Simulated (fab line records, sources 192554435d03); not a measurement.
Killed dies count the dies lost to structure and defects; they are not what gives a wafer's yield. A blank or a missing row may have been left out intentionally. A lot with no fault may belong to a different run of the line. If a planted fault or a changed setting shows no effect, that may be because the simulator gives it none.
Chamber matching	flow n5 finfet	N5_BEOL_M2_ETCH_69 on rie diel-01 has 4 sister chambers
The step etches SiARC in CF4, target depth 15.6 nm, time 26 s. 8 wafers are shown with their chamber, then 8 later ones without.

## WAFERS WITH THEIR CHAMBER
wafer	chamber	drypump motor current A (A)	throttle valve pct (%)
L079.4	3	4.8	15.13
L080.2	3	4.8	15.13
L080.3	0	5.6	15.59
L080.4	2	5.6	15.42
L081.1	2	5.6	15.43
L089.5	1	5.5	15.06
L089.6	0	5.7	15.63
L090.4	1	5.5	15.08

## WAFERS WITHOUT THEIR CHAMBER
wafer	drypump motor current A (A)	throttle valve pct (%)
L090.5	4.8	15.18
L090.6	5.7	15.62
L096.1	5.6	15.12
L096.3	5.6	15.50
L096.5	5.6	15.67
L097.2	4.8	15.23
L097.4	5.6	15.67
L097.5	5.5	15.12

## CHAMBER TAKEN BY EACH
wafer	from the rows above	in truth
L090.5	3	3
L090.6	0	0
L096.1	1	1
L096.3	2	2
L096.5	0	0
L097.2	3	3
L097.4	0	0
L097.5	1	1
Placed correctly: 8 of 8. Left unplaced by these rows: 0. 0 placed wrongly.
How it was worked out, from the rows above alone: a wafer's distance from a chamber is the root of the sum, over the readings, of the square of ((its reading less the chamber's mean) divided by the reading's scatter). If the next closest chamber is less than 2 further off than the closest, the wafer can't be placed; otherwise it belongs to the closest. A chamber's mean is the mean of its shown wafers. The scatter is the square root of a quotient: the sum, over the shown wafers, of each reading's squared deviation from its chamber's mean, divided by wafers minus chambers.
